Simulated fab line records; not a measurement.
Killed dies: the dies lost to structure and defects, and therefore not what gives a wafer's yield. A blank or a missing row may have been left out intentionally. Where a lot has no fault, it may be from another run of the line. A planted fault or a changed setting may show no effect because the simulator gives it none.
fab line records	flow n5Finfet
record: lots: 5	wafers: 15	lastDay: 19
route steps=1938 shown BEOL_M6@1248 BEOL_M7@1263
lots that met no fault: from a run of the same line without faults
startH: start of the lot's first displayed wafer, in hours after the record's first day	waitH: time in hours since the lot's previous step	" same as the row above	L1.1+2: a single row standing in for several wafers	- value missing, or start not given	* or withheld: withheld	< > ~ a bound
route shown NAME@n: names a module that has steps shown in the file, with the first one's number in the route	usual: mean and standard deviation over wafers with no fault	same: alike in all rows	chamber/n: place in a boat	sites: per-site readings	_std_site: how widely they spread, as a standard deviation	_edge_site: mean of outer sites minus mean of inner sites	radiusMm: for every site, how far away it sits from the centre of the wafer	mask NAME#n: copy n	behind: the most recent tool/chamber to have shaped the wafer	hold: reason for holding the lot/hours on hold/outcome of the hold	device: transistor that didn't switch, given as n, p or np	end of line: at the end of the route, the tests of the same wafers	where a step has no rows: the recipe by itself	killed: the dies lost at the first sort to structure and to defects; this is not the yield of the wafer	map: per-die view of a wafer (x killed, . not killed, _ where there is no die)
set.NAME: the setting the step ran with; set.NAME@STEP: the setting that earlier step ran with	model.NAME: the simulator's own value behind a step, which no gauge read
lots at some steps of the route; a table a step, a row a wafer
services: the hour from which a tool's chamber was out of use, counted from the record's first day as startH (under 0 if before that day), plus the number of hours and why
== steps ==
step: N5_BEOL_M6_CURE_75
recipe: tempC: 370	timeS: 120	ambient: DMADMS/He	material: SiCOH_lowk
usual: lampPowerPct: 52.31/0.055	wafer_temp_C_max: 371.8/0.67
lot.wafer	tool	chamber	startH	waitH	lampPowerPct	wafer_temp_C_max
L079.2	uvCure-03	0	264.54	0.1	52.35	372.5
L079.3	"	0	"	"	52.34	371.5
L079.6	"	0	"	"	52.32	372.5
L081.1	uvCure-01	0	270.69	0.2	52.29	373.0
L081.2	"	0	"	"	52.29	372.6
L081.3	"	0	"	"	52.31	372.8
L085.1	uvCure-02	0	313.62	0.0	52.35	371.2
L085.4	"	0	"	"	52.27	371.0
L085.6	"	0	"	"	52.34	370.8
L091.1	uvCure-01	2	316.01	0.0	52.38	371.2
L091.3	"	2	"	"	52.27	371.1
L091.6	"	2	"	"	52.42	371.4
L090.1	uvCure-03	0	356.57	0.0	52.34	371.8
L090.3	"	0	"	"	52.32	371.5
L090.5	"	0	"	"	52.33	372.5
step: N5_BEOL_M6_DEGAS_44
recipe: ambient: vacuum	tempC: 250	timeS: 60
usual: heaterPowerW: 323/43
lot.wafer	tool	chamber	startH	waitH	heaterPowerW
L079.2	pvdSputter-02	-	264.97	0.4	333
L079.3	"	-	"	"	269
L079.6	"	-	"	"	346
L081.1	pvdSputter-02	-	271.25	0.5	328
L081.2	"	-	"	"	275
L081.3	"	-	"	"	296
L085.1	pvdSputter-03	-	314.17	0.5	330
L085.4	"	-	"	"	360
L085.6	"	-	"	"	373
L091.1	pvdSputter-02	-	318.07	2.0	278
L091.3	"	-	"	"	341
L091.6	"	-	"	"	300
L090.1	pvdSputter-02	-	356.96	0.3	305
L090.3	"	-	"	"	333
L090.5	"	-	"	"	339
step: N5_BEOL_M6_PRE_CLEAN_45
recipe: gas: H2/He	timeS: 30	tempC: 250
usual: heaterPowerW: 323/43
lot.wafer	tool	chamber	startH	waitH	heaterPowerW
L079.2	pvdSputter-02	-	265.01	0.0	324
L079.3	"	-	"	"	275
L079.6	"	-	"	"	351
L081.1	pvdSputter-02	-	271.29	0.0	328
L081.2	"	-	"	"	273
L081.3	"	-	"	"	284
L085.1	pvdSputter-03	-	314.21	0.0	316
L085.4	"	-	"	"	358
L085.6	"	-	"	"	376
L091.1	pvdSputter-02	-	318.11	0.0	276
L091.3	"	-	"	"	346
L091.6	"	-	"	"	298
L090.1	pvdSputter-02	-	357.00	0.0	297
L090.3	"	-	"	"	323
L090.5	"	-	"	"	340
step: N5_BEOL_M6_ALD_77
recipe: material: TaN	targetThkA: 20	tempC: 275	aldPrecursorFamily: PDMAT	aldCoReactant: NH3	pressureTorr: 3	carrierFlowSccm: 1500	pulseTimeS: 2	purgeTimeS: 3	coReactantPurgeTimeS: 2	coReactantPulseTimeS: 3	aldCycles: 40	precursorVesselTempC: 75	precursorVesselPressureTorr: 26.25	precursorVesselCarrierSccm: 1000
usual: chamberPressureTorr: 3.000/0.0067	heaterPowerW: 396/28
lot.wafer	tool	chamber	startH	waitH	chamberPressureTorr	heaterPowerW
L079.2	aldMetal-01	1	265.07	0.0	3.004	374
L079.3	"	3	"	"	2.994	424
L079.6	"	1	"	"	3.013	381
L081.1	aldMetal-01	2	271.42	0.1	3.001	364
L081.2	"	0	"	"	2.999	359
L081.3	"	1	"	"	2.990	382
L085.1	aldMetal-01	1	314.28	0.1	3.000	377
L085.4	"	2	"	"	3.005	380
L085.6	"	0	"	"	2.979	353
L091.1	aldMetal-02	0	318.18	0.0	3.002	376
L091.3	"	3	"	"	3.010	393
L091.6	"	0	"	"	3.000	375
L090.1	aldMetal-02	2	357.06	0.0	3.003	416
L090.3	"	3	"	"	3.004	399
L090.5	"	2	"	"	3.007	417
step: N5_BEOL_M6_SURFACE_TREAT_79
recipe: gas: Ar	timeS: *	ionEnergyEv: *	ionCurrentMaCm2: 0.5	pressureMtorr: *	arFlowSccm: 30
usual: throttleValvePct: *
lot.wafer	tool	chamber	startH	waitH	throttleValvePct
L079.2	pvdSputter-02	-	265.43	0.2	*
L079.3	"	-	"	"	*
L079.6	"	-	"	"	*
L081.1	pvdSputter-02	-	271.77	0.2	*
L081.2	"	-	"	"	*
L081.3	"	-	"	"	*
L085.1	pvdSputter-03	-	314.59	0.2	*
L085.4	"	-	"	"	*
L085.6	"	-	"	"	*
L091.1	pvdSputter-03	-	318.47	0.2	*
L091.3	"	-	"	"	*
L091.6	"	-	"	"	*
L090.1	pvdSputter-02	-	357.36	0.2	*
L090.3	"	-	"	"	*
L090.5	"	-	"	"	*
step: N5_BEOL_M6_CVD_78
recipe: material: Co	targetThkA: 20	tempC: withheld	precursor: CCTBA/H2	pressureTorr: 30	timeS: 142.3
usual: chamberPressureTorr: 30.00/0.061
lot.wafer	tool	chamber	startH	waitH	chamberPressureTorr
L079.2	cvdCo-01	2	265.49	0.0	30.00
L079.3	"	0	"	"	30.11
L079.6	"	0	"	"	30.05
L081.1	cvdCo-02	2	271.83	0.0	30.01
L081.2	"	1	"	"	30.01
L081.3	"	0	"	"	30.08
L085.1	cvdCo-02	2	314.67	0.1	30.00
L085.4	"	2	"	"	30.04
L085.6	"	0	"	"	30.11
L091.1	cvdCo-01	2	318.54	0.1	30.07
L091.3	"	1	"	"	29.89
L091.6	"	0	"	"	29.98
L090.1	cvdCo-01	1	357.43	0.1	30.02
L090.3	"	0	"	"	29.96
L090.5	"	0	"	"	30.02
step: N5_BEOL_M6_SPUTTER_48
recipe: material: Cu	targetThkA: 100	tempC: -20	biasV: 60	powerW: 26000	chamberPressurePa: 0.13	timeS: 1.667
usual: chamberPressurePa: 0.13002/0.00026	substrateTempC: -20.00/0.11	throttleValvePct: 29.6/1.4
lot.wafer	tool	chamber	startH	waitH	chamberPressurePa	substrateTempC	throttleValvePct
L079.2	pvdSputter-02	-	265.63	0.1	0.13005	-20.03	30.8
L079.3	"	-	"	"	0.13023	-20.02	29.1
L079.6	"	-	"	"	0.12972	-20.03	31.2
L081.1	pvdSputter-01	-	272.00	0.1	0.12993	-19.98	30.9
L081.2	"	-	"	"	0.1301	-20.12	29.2
L081.3	"	-	"	"	0.13021	-20.04	29.1
L085.1	pvdSputter-02	-	314.85	0.1	0.12978	-19.97	29.3
L085.4	"	-	"	"	0.12995	-20.00	31.1
L085.6	"	-	"	"	0.13008	-19.89	26.9
L091.1	pvdSputter-03	-	318.69	0.1	0.13038	-20.06	32.0
L091.3	"	-	"	"	0.13045	-19.96	29.8
L091.6	"	-	"	"	0.12979	-19.95	27.5
L090.1	pvdSputter-01	-	357.56	0.1	0.13062	-19.93	28.9
L090.3	"	-	"	"	0.13015	-19.94	31.0
L090.5	"	-	"	"	0.12988	-20.01	28.8
step: N5_BEOL_M6_ECD_50
recipe: material: Cu	targetThkA: 3000
lot.wafer	tool	chamber	startH	waitH
L079.2+3+6	ecdCu-02	0,1,0	265.75	0.1
L081.1+2+3	ecdCu-01	0,1,0	272.17	0.1
L085.1+4+6	ecdCu-01	0	314.97	0.1
L091.1+3+6	ecdCu-01	0,0,1	318.81	0.1
L090.1+3+5	ecdCu-01	1,0,1	357.68	0.1
step: N5_BEOL_M6_ANNEAL_51
recipe: tempC: 225	timeS: 90	ambient: N2
usual: wafer_temp_C_max: 225.92/0.27
lot.wafer	tool	chamber	startH	waitH	wafer_temp_C_max
L079.2	rtpAnneal-01	0	266.39	0.6	226.22
L079.3	"	0	"	"	226.16
L079.6	"	0	"	"	226.25
L081.1	rtpAnneal-01	0	272.50	0.3	226.35
L081.2	"	0	"	"	226.27
L081.3	"	0	"	"	225.96
L085.1	rtpAnneal-02	0	315.07	0.1	225.92
L085.4	"	0	"	"	225.57
L085.6	"	0	"	"	225.69
L091.1	rtpAnneal-01	0	318.90	0.1	225.78
L091.3	"	0	"	"	225.95
L091.6	"	0	"	"	225.78
L090.1	rtpAnneal-01	0	357.91	0.2	225.92
L090.3	"	0	"	"	225.88
L090.5	"	0	"	"	226.51
step: N5_BEOL_M6_CMP_52
recipe: stopOn: SiCOH_lowk	tOverpolishS: 6.9	downForcePsi: 1	platenRpm: 50	clearingPlatenDownForcePsi: 1.5	clearingPlatenRpm: 50	postCmpClean: cuAlkaline	targetThkNm: 80	clearingPlatenPadVelocityMS: 0.99484	padVelocityMS: 0.99484
usual: barrierFieldEndpointS: 28.9/0.59	headPressurePsi: 0.9997/0.0021	motorCurrentA: 6.1/0.52	overpolishRunS: 6.900/0.0095	padLifeWafers: 1071/490	timeToEndpointS: 63.7/2.4
lot.wafer	tool	chamber	startH	waitH	barrierFieldEndpointS	headPressurePsi	motorCurrentA	overpolishRunS	padLifeWafers	timeToEndpointS
L079.2	cmp-01	0	266.68	0.2	28.4	1.0029	6.8	6.898	1075	63.0
L079.3	"	2	"	"	28.5	0.9988	6.3	6.890	1077	60.9
L079.6	"	0	"	"	28.8	1.0022	6.9	6.881	-	62.4
L081.1	cmp-02	1	272.81	0.3	28.8	1.0018	5.3	6.909	498	62.5
L081.2	"	3	"	"	28.4	0.9983	6.1	6.906	500	61.5
L081.3	"	0	"	"	29.0	1.0004	5.8	6.900	501	66.2
L085.1	cmp-02	3	315.45	0.3	28.8	1.0017	6.0	6.909	848	65.8
L085.4	"	0	"	"	29.6	0.9992	5.9	6.898	849	67.9
L085.6	"	2	"	"	28.5	0.9996	6.2	6.879	-	66.6
L091.3	cmp-02	2	319.20	0.2	28.8	0.9990	5.6	6.919	894	63.1
L091.1	"	1	"	"	29.0	1.0023	5.5	6.899	897	62.6
L091.6	"	2	"	"	29.6	1.0003	6.1	6.911	-	63.5
L090.3	cmp-01	1	358.20	0.2	29.2	1.0011	6.2	6.898	1740	65.5
L090.1	"	3	"	"	29.4	0.9995	5.9	6.896	1742	65.6
L090.5	"	1	"	"	29.1	1.0002	6.2	6.900	-	62.8
step: N5_BEOL_M6_THK_MEAS_53
recipe: thkMeasGauge: xrf	reads: Cu_of_BEOL_M6_ECD_50
usual: M6_THK: 78.5/2.1
lot.wafer	tool	chamber	startH	waitH	M6_THK[nm]
L079.2	filmMetro-01	-	266.94	-	77.1
L079.3	"	-	"	"	78.1
L079.6	"	-	"	"	76.6
L081.1	filmMetro-02	-	273.11	-	77.8
L081.2	"	-	"	"	76.1
L081.3	"	-	"	"	78.8
L085.1	filmMetro-01	-	315.67	-	77.2
L085.4	"	-	"	"	77.9
L085.6	"	-	"	"	80.4
L091.1	filmMetro-02	-	319.49	-	78.5
L091.3	"	-	"	"	81.3
L091.6	"	-	"	"	80.4
L090.1	filmMetro-02	-	358.50	-	76.0
L090.3	"	-	"	"	77.5
L090.5	"	-	"	"	72.8
step: N5_BEOL_M6_PRE_CLEAN_55
recipe: gas: NH3	timeS: 15	tempC: withheld	rfPowerW: 300
lot.wafer	tool	chamber	startH	waitH
L079.2+3+6	pecvd-01	0,2,2	266.98	0.0
L081.1+2+3	pecvd-01	2,0,1	273.15	0.0
L085.1+4+6	pecvd-01	2,2,1	315.71	0.0
L091.1+3+6	pecvd-04	0,2,1	319.53	0.0
L090.1+3+5	pecvd-04	0,1,2	358.54	0.0
step: N5_BEOL_M6_DEP_56
recipe: material: SiCN	targetThkA: 100	tempC: withheld	precursor: 3MS/NH3	pressureTorr: 3	rfW: 202	timeS: 17.5
usual: chamberPressureTorr: 3.000/0.0057	showerheadPlenumPTorr: 3.662/0.017	throttleValvePct: 9.1/0.66
lot.wafer	tool	chamber	startH	waitH	chamberPressureTorr	showerheadPlenumPTorr	throttleValvePct
L079.2	pecvd-01	0	267.00	0.0	3.004	3.653	9.7
L079.3	"	2	"	"	2.993	3.680	8.3
L079.6	"	2	"	"	3.001	3.671	8.2
L081.1	pecvd-01	2	273.17	0.0	3.002	3.686	8.6
L081.2	"	0	"	"	2.998	3.655	9.2
L081.3	"	1	"	"	3.003	3.687	10.2
L085.1	pecvd-01	2	315.73	0.0	2.995	3.683	8.2
L085.4	"	2	"	"	2.998	3.689	8.3
L085.6	"	1	"	"	2.998	3.679	10.5
L091.1	pecvd-04	0	319.55	0.0	3.008	3.652	9.0
L091.3	"	2	"	"	2.999	3.676	7.8
L091.6	"	1	"	"	2.998	3.638	8.8
L090.1	pecvd-04	0	358.56	0.0	3.012	3.654	9.1
L090.3	"	1	"	"	2.986	3.635	9.1
L090.5	"	2	"	"	3.004	3.669	8.0
step: N5_BEOL_M6_RS_MEAS_57
recipe: thkMeasGauge: four-point-probe	reads: Cu_of_BEOL_M6_ECD_50+Co_of_BEOL_M6_CVD_78+TaN_of_BEOL_M6_ALD_77
usual: M6_RS: 0.284/0.0087
lot.wafer	tool	chamber	startH	waitH	M6_RS[ohm/sq]
L079.2	filmMetro-01	-	267.07	0.1	0.289
L079.3	"	-	"	"	0.284
L079.6	"	-	"	"	0.291
L081.1	filmMetro-01	-	273.24	0.1	0.286
L081.2	"	-	"	"	0.292
L081.3	"	-	"	"	0.281
L085.1	filmMetro-01	-	315.80	0.1	0.290
L085.4	"	-	"	"	0.289
L085.6	"	-	"	"	0.276
L091.1	filmMetro-02	-	319.62	0.1	0.283
L091.3	"	-	"	"	0.272
L091.6	"	-	"	"	0.275
L090.1	filmMetro-02	-	358.63	0.1	0.294
L090.3	"	-	"	"	0.286
L090.5	"	-	"	"	0.309
step: N5_BEOL_M6_INSPECT_58
recipe: inspectInstrument: darkfield	mode: postDep
usual: rawDefectCount: 81/26
lot.wafer	tool	chamber	startH	waitH	rawDefectCount
L079.2	defectInspect-02	-	267.10	0.0	54
L079.3	"	-	"	"	101
L079.6	"	-	"	"	77
L081.1	defectInspect-01	-	273.27	0.0	93
L081.2	"	-	"	"	67
L081.3	"	-	"	"	57
L085.1	defectInspect-01	-	315.83	0.0	94
L085.4	"	-	"	"	85
L085.6	"	-	"	"	84
L091.1	defectInspect-02	-	319.65	0.0	50
L091.3	"	-	"	"	69
L091.6	"	-	"	"	44
L090.1	defectInspect-01	-	358.66	0.0	108
L090.3	"	-	"	"	114
L090.5	"	-	"	"	133
step: N5_BEOL_M7_ILD_DEP_00
recipe: material: SiCOH_lowk	targetThkA: 1797.5	tempC: 300	precursor: DEMS/porogen	pressureTorr: 5	rfW: 500	timeS: 33.4
usual: chamberPressureTorr: 5.000/0.011	heaterPowerW: 305/46	showerheadPlenumPTorr: 5.728/0.016	throttleValvePct: 13.8/0.64
lot.wafer	tool	chamber	startH	waitH	chamberPressureTorr	heaterPowerW	showerheadPlenumPTorr	throttleValvePct
L079.2	pecvd-03	2	267.13	0.0	4.980	218	5.715	13.0
L079.3	"	0	"	"	4.987	337	5.733	14.4
L079.6	"	2	"	"	4.997	224	5.713	13.0
L081.1	pecvd-04	1	273.31	0.0	5.005	346	5.724	13.4
L081.2	"	0	"	"	4.997	334	5.739	13.8
L081.3	"	2	"	"	5.003	267	5.743	12.3
L085.1	pecvd-03	2	315.86	0.0	4.987	233	5.708	13.2
L085.4	"	2	"	"	5.008	233	5.738	12.7
L085.6	"	0	"	"	5.012	384	5.734	14.7
L091.1	pecvd-03	2	319.68	0.0	4.994	261	5.710	12.9
L091.3	"	1	"	"	5.016	316	5.725	14.5
L091.6	"	1	"	"	5.020	320	5.741	14.5
L090.1	pecvd-02	1	358.69	0.0	5.001	257	5.759	13.9
L090.3	"	2	"	"	5.006	372	5.737	13.8
L090.5	"	2	"	"	5.000	293	5.726	14.1
step: N5_BEOL_M7_CURE_74
recipe: tempC: 385	timeS: 240	ambient: He/Ar	material: SiCOH_lowk
usual: lampPowerPct: 52.31/0.051	wafer_temp_C_max: 386.9/0.67
lot.wafer	tool	chamber	startH	waitH	lampPowerPct	wafer_temp_C_max
L079.2	uvCure-03	0	267.48	0.3	52.31	387.5
L079.3	"	0	"	"	52.23	387.0
L079.6	"	0	"	"	52.34	388.0
L081.1	uvCure-02	0	273.42	0.1	52.25	385.9
L081.2	"	0	"	"	52.28	386.2
L081.3	"	0	"	"	52.26	386.1
L085.1	uvCure-03	1	315.93	0.0	52.26	387.5
L085.4	"	1	"	"	52.37	388.2
L085.6	"	1	"	"	52.32	388.2
L091.1	uvCure-03	2	319.75	0.0	52.22	386.8
L091.3	"	2	"	"	52.33	387.3
L091.6	"	2	"	"	52.29	387.5
L090.1	uvCure-02	2	358.76	0.0	52.30	386.7
L090.3	"	2	"	"	52.34	386.7
L090.5	"	2	"	"	52.31	386.5
step: N5_BEOL_M7_THK_MEAS_01
recipe: reads: SiCOH_lowk_of_BEOL_M7_ILD_DEP_00
usual: M7_ILD_THK: 154.7/2
lot.wafer	tool	chamber	startH	waitH	M7_ILD_THK[nm]
L079.2	filmMetro-01	-	267.92	0.4	151.7
L079.3	"	-	"	"	151.4
L079.6	"	-	"	"	155.3
L081.1	filmMetro-02	-	273.94	0.4	154.2
L081.2	"	-	"	"	156.2
L081.3	"	-	"	"	156.2
L085.1	filmMetro-01	-	316.44	0.4	153.2
L085.4	"	-	"	"	157.0
L085.6	"	-	"	"	155.3
L091.1	filmMetro-01	-	320.26	0.4	154.3
L091.3	"	-	"	"	154.6
L091.6	"	-	"	"	155.8
L090.1	filmMetro-01	-	359.27	0.4	151.8
L090.3	"	-	"	"	153.6
L090.5	"	-	"	"	154.9
step: N5_BEOL_M7_PECVD_70
recipe: material: SiO2	targetThkA: 200	tempC: 400	precursor: TEOS/O2	pressureTorr: 5.5	rfW: 450	teosFlowSccm: 53.8	gas: O2	flowSccm: 3000	timeS: 22.7
usual: chamberPressureTorr: 5.501/0.011	heaterPowerW: 722/80	showerheadPlenumPTorr: 8.74/0.07	throttleValvePct: 22.0/1
lot.wafer	tool	chamber	startH	waitH	chamberPressureTorr	heaterPowerW	showerheadPlenumPTorr	throttleValvePct
L079.2	pecvd-03	1	267.95	0.0	5.495	742	8.69	23.5
L079.3	"	0	"	"	5.519	892	8.74	23.1
L079.6	"	1	"	"	5.499	736	8.68	23.2
L081.1	pecvd-02	2	273.97	0.0	5.508	822	8.68	22.1
L081.2	"	0	"	"	5.489	724	8.73	22.2
L081.3	"	1	"	"	5.505	588	8.86	22.4
L085.1	pecvd-04	2	316.48	0.0	5.495	669	8.82	19.9
L085.4	"	0	"	"	5.518	804	8.75	22.3
L085.6	"	1	"	"	5.504	762	8.65	22.2
L091.1	pecvd-02	0	320.30	0.0	5.531	648	8.71	22.3
L091.3	"	1	"	"	5.510	675	8.87	22.6
L091.6	"	1	"	"	5.496	679	8.86	22.6
L090.1	pecvd-04	1	359.31	0.0	5.515	814	8.66	22.2
L090.3	"	2	"	"	5.519	656	8.81	20.2
L090.5	"	2	"	"	5.498	657	8.83	20.2
step: N5_BEOL_M7_HM_DEP_02
recipe: material: TiN	targetThkA: 200	tempC: 25	chamberPressurePa: 0.49996
usual: chamberPressurePa: 0.4999/0.00091	substrateTempC: 24.99/0.11	throttleValvePct: 29.5/1.6
lot.wafer	tool	chamber	startH	waitH	chamberPressurePa	substrateTempC	throttleValvePct
L079.2	pvdSputter-02	-	270.19	2.2	0.4983	25.11	29.2
L079.3	"	-	"	"	0.5017	25.02	31.3
L079.6	"	-	"	"	0.4980	24.94	31.4
L081.1	pvdSputter-01	-	275.15	1.2	0.4997	25.05	28.9
L081.2	"	-	"	"	0.4985	25.08	30.9
L081.3	"	-	"	"	0.5004	25.04	30.0
L085.1	pvdSputter-01	-	318.19	1.7	0.4993	24.80	29.5
L085.4	"	-	"	"	0.5015	24.95	29.2
L085.6	"	-	"	"	0.4983	25.29	30.9
L091.1	pvdSputter-02	-	321.91	1.6	0.5009	24.94	29.4
L091.3	"	-	"	"	0.4994	25.01	31.1
L091.6	"	-	"	"	0.5004	25.07	31.1
L090.1	pvdSputter-02	-	360.28	1.0	0.5010	24.89	26.9
L090.3	"	-	"	"	0.4999	25.01	31.2
L090.5	"	-	"	"	0.4996	25.00	29.0
step: N5_BEOL_M7_COAT_59
recipe: resist: SOC	tempC: 250	timeS: 60	spinRpm: 1500	resistThkNm: 100
lot.wafer	tool	chamber	startH	waitH
L079.2+3+6	lithoTrack-05	0	270.32	0.1
L081.1+2+3	lithoTrack-05	0	275.27	0.1
L085.1+4+6	lithoTrack-05	0	318.32	0.1
L091.1+3+6	lithoTrack-01	0	322.04	0.1
L090.1+3+5	lithoTrack-05	0	360.40	0.1
step: N5_BEOL_M7_COAT_60
recipe: resist: SiARC	tempC: 220	timeS: 60	spinRpm: 1500	resistThkNm: 35
lot.wafer	tool	chamber	startH	waitH
L079.2+3+6	lithoTrack-05	0	-	-
L081.1+2+3	lithoTrack-05	0	-	-
L085.1+4+6	lithoTrack-05	0	-	-
L091.1+3+6	lithoTrack-01	0	-	-
L090.1+3+5	lithoTrack-05	0	-	-
step: N5_BEOL_M7_COAT_05
recipe: resist: CAR-ArF	spinRpm: 1500	resistThkNm: 90
lot.wafer	tool	chamber	startH	waitH
L079.2+3+6	lithoTrack-05	0	-	-
L081.1+2+3	lithoTrack-05	0	-	-
L085.1+4+6	lithoTrack-05	0	-	-
L091.1+3+6	lithoTrack-01	0	-	-
L090.1+3+5	lithoTrack-05	0	-	-
step: N5_BEOL_M7_EBR_07
recipe: solvent: PGMEA	ebrWidthMm: 1.5
lot.wafer	tool	chamber	startH	waitH
L079.2+3+6	lithoTrack-05	0	-	-
L081.1+2+3	lithoTrack-05	0	-	-
L085.1+4+6	lithoTrack-05	0	-	-
L091.1+3+6	lithoTrack-01	0	-	-
L090.1+3+5	lithoTrack-05	0	-	-
step: N5_BEOL_M7_SOFTBAKE_06
recipe: tempC: 110	timeS: 60	resist: CAR-ArF
lot.wafer	tool	chamber	startH	waitH
L079.2+3+6	lithoTrack-05	0	-	-
L081.1+2+3	lithoTrack-05	0	-	-
L085.1+4+6	lithoTrack-05	0	-	-
L091.1+3+6	lithoTrack-01	0	-	-
L090.1+3+5	lithoTrack-05	0	-	-
step: N5_BEOL_M7_EXPOSE_08
recipe: maskId: M7	na: 1.35	sourceShape: dipole	sigmaInner: 0.817	sigmaOuter: 0.97	polarization: te	doseMj: 68.25
usual: exposureDoseMJCm2: 68.21/0.075
same: na: 1.35	sigmaOuter: 0.97
lot.wafer	tool	chamber	startH	waitH	mask	exposureDoseMJCm2
L079.2	arfiScanner-02	0	270.57	-	M7#0	68.27
L079.3	"	0	"	"	M7#0	68.18
L079.6	"	0	"	"	M7#0	68.16
L081.1	arfiScanner-02	0	275.39	-	M7#0	68.30
L081.2	"	0	"	"	M7#0	68.35
L081.3	"	0	"	"	M7#0	68.30
L085.1	arfiScanner-03	0	318.56	-	M7#0	68.25
L085.4	"	0	"	"	M7#0	68.22
L085.6	"	0	"	"	M7#0	68.22
L091.1	arfiScanner-01	0	322.28	-	M7#0	68.16
L091.3	"	0	"	"	M7#0	68.20
L091.6	"	0	"	"	M7#0	68.13
L090.1	arfiScanner-01	0	360.65	-	M7#0	68.18
L090.3	"	0	"	"	M7#0	68.16
L090.5	"	0	"	"	M7#0	68.24
step: N5_BEOL_M7_PEB_09
recipe: pebTempC: withheld	pebTimeS: 60	resist: CAR-ArF
lot.wafer	tool	chamber	startH	waitH
L079.2+3+6	lithoTrack-03	0	270.62	0.0
L081.1+2+3	lithoTrack-05	0	275.45	0.1
L085.1+4+6	lithoTrack-03	0	318.62	0.1
L091.1+3+6	lithoTrack-01	0	322.35	0.1
L090.1+3+5	lithoTrack-03	0	360.71	0.1
step: N5_BEOL_M7_DEVELOP_10
recipe: developTimeS: 30	developer: TMAH	resist: CAR-ArF	rinseLiquid: diw	dry: airSpin	devTempC: 23
lot.wafer	tool	chamber	startH	waitH
L079.2+3+6	lithoTrack-03	0	-	-
L081.1+2+3	lithoTrack-05	0	-	-
L085.1+4+6	lithoTrack-03	0	-	-
L091.1+3+6	lithoTrack-01	0	-	-
L090.1+3+5	lithoTrack-03	0	-	-
step: N5_BEOL_M7_CD_MEAS_11
recipe: targetCdNm: 38.5	landingEnergyEv: 500	detector: seInlens	polarity: opening
usual: cdNm: 38.4/0.43
same: landingEnergyEv: 500
lot.wafer	tool	chamber	startH	waitH	cdNm
L079.2	cdSem-01	0	270.69	-	38.3
L079.3	"	0	"	"	38.2
L079.6	"	0	"	"	38.3
L081.1	cdSem-01	0	275.52	-	38.4
L081.2	"	0	"	"	38.1
L081.3	"	0	"	"	38.1
L085.1	cdSem-01	0	318.69	-	38.1
L085.4	"	0	"	"	38.6
L085.6	"	0	"	"	38.3
L091.1	cdSem-01	0	322.41	-	37.9
L091.3	"	0	"	"	37.9
L091.6	"	0	"	"	38.6
L090.1	cdSem-01	0	360.78	-	38.5
L090.3	"	0	"	"	38.9
L090.5	"	0	"	"	37.8
step: N5_BEOL_M7_OVL_MEAS_12
recipe: pointsPerWafer: 44
usual: M7_OVL: -0.6/0.76
lot.wafer	tool	chamber	startH	waitH	M7_OVL[nm]
L079.2	overlay-01	0	270.72	0.0	0.3
L079.3	"	0	"	"	-0.7
L079.6	"	0	"	"	-0.2
L081.1	overlay-01	0	275.55	0.0	-0.1
L081.2	"	0	"	"	0.0
L081.3	"	0	"	"	-0.4
L085.1	overlay-02	0	318.72	0.0	-0.5
L085.4	"	0	"	"	-1.3
L085.6	"	0	"	"	-0.7
L091.1	overlay-02	0	322.44	0.0	-2.0
L091.3	"	0	"	"	-2.5
L091.6	"	0	"	"	-0.8
L090.1	overlay-01	0	360.81	0.0	-0.5
L090.3	"	0	"	"	-0.3
L090.5	"	0	"	"	0.4
step: N5_BEOL_M7_INSPECT_13
recipe: mode: adi	inspectInstrument: brightfield
usual: rawDefectCount: 493/120
lot.wafer	tool	chamber	startH	waitH	rawDefectCount
L079.2	defectInspect-01	-	270.74	0.0	499
L079.3	"	-	"	"	546
L079.6	"	-	"	"	507
L081.1	defectInspect-01	-	275.57	0.0	462
L081.2	"	-	"	"	407
L081.3	"	-	"	"	346
L085.1	defectInspect-01	-	318.74	0.0	406
L085.4	"	-	"	"	431
L085.6	"	-	"	"	550
L091.1	defectInspect-01	-	322.47	0.0	347
L091.3	"	-	"	"	404
L091.6	"	-	"	"	341
L090.1	defectInspect-02	-	360.83	0.0	777
L090.3	"	-	"	"	690
L090.5	"	-	"	"	541
step: N5_BEOL_M7_DESCUM_16
recipe: chemistry: O2	timeS: 7.9	sourcePowerW: 50	biasPowerW: 20	pressureMtorr: 20	rfFrequencyHz: 2.712e+07	tempC: 40	resist: CAR-ArF	o2FlowSccm: 225
usual: chamberPressureMTorr: 20.000/0.019	drypumpMotorCurrentA: 5.6/0.47	oesProductAu: 0.82/0.082	rfVppV: 243.4/1.5	showerheadPlenumPTorr: 2.11/0.086	throttleValvePct: 20.36/0.23
lot.wafer	tool	chamber	startH	waitH	chamberPressureMTorr	drypumpMotorCurrentA	oesProductAu	rfHoursCounterH	rfVppV	showerheadPlenumPTorr	throttleValvePct
L079.2	rieDiel-01	1	270.78	0.0	19.996	5.8	0.87	48	244.8	2.22	20.52
L079.3	"	0	"	"	19.968	6.1	0.72	206	242.8	2.16	20.56
L079.6	"	2	"	"	20.010	6.1	0.92	-	245.9	2.23	19.98
L081.1	rieDiel-01	2	275.61	0.0	19.991	6.0	0.91	20	244.2	2.23	20.00
L081.2	"	0	"	"	19.985	6.1	0.71	208	244.2	2.16	20.59
L081.3	"	1	"	"	20.024	5.8	0.86	50	245.3	2.21	20.54
L085.1	rieDiel-02	3	319.06	0.3	20.005	6.1	0.81	119	243.3	2.11	20.15
L085.4	"	2	"	"	20.022	5.4	0.89	47	244.6	2.13	20.28
L085.6	"	2	"	"	19.969	5.4	0.89	-	243.7	2.13	20.29
L091.1	rieDiel-02	2	322.57	0.1	20.004	5.4	0.89	48	243.0	2.13	20.28
L091.3	"	3	"	"	20.023	6.2	0.80	120	242.5	2.11	20.16
L091.6	"	1	"	"	20.024	4.9	0.85	-	241.5	2.03	20.19
L090.1	rieDiel-04	1	361.34	0.5	19.997	5.5	0.71	194	243.1	2.07	20.40
L090.3	"	3	"	"	20.006	6.4	0.74	181	240.9	1.91	20.30
L090.5	"	0	"	"	20.008	5.1	0.78	-	241.8	2.00	20.55
== services ==
tool	chamber	startH	hours	kind
rieDiel-02	3	241.30	2.1	repair
cvdCo-01	-	242.98	0.6	repair
pecvd-04	1	245.84	3.8	repair
cmp-01	-	247.27	5.1	repair
arfiScanner-02	-	248.43	5.0	pm
arfiScanner-02	-	253.45	0.8	pm
arfiScanner-02	-	257.62	6.2	repair
arfiScanner-01	-	261.14	6.1	repair
uvCure-03	-	277.14	5.8	repair
arfiScanner-01	-	277.30	1.0	pm
uvCure-01	-	279.71	2.1	pm
cvdCo-01	1	282.41	1.9	repair
pecvd-01	-	290.28	14.6	pm
aldMetal-01	-	292.50	6.0	pm
pecvd-03	2	295.39	5.9	repair
rieDiel-01	-	296.25	0.3	repair
cmp-01	-	313.34	12.6	repair
arfiScanner-02	-	313.49	1.3	pm
pecvd-03	-	322.59	2.8	pm
cvdCo-01	-	336.36	8.9	repair
uvCure-02	-	344.14	2.8	pm
aldMetal-01	2	350.55	34.0	repair
aldMetal-01	3	355.62	8.0	repair
pvdSputter-03	-	358.43	1.8	repair
== key ==
fault none
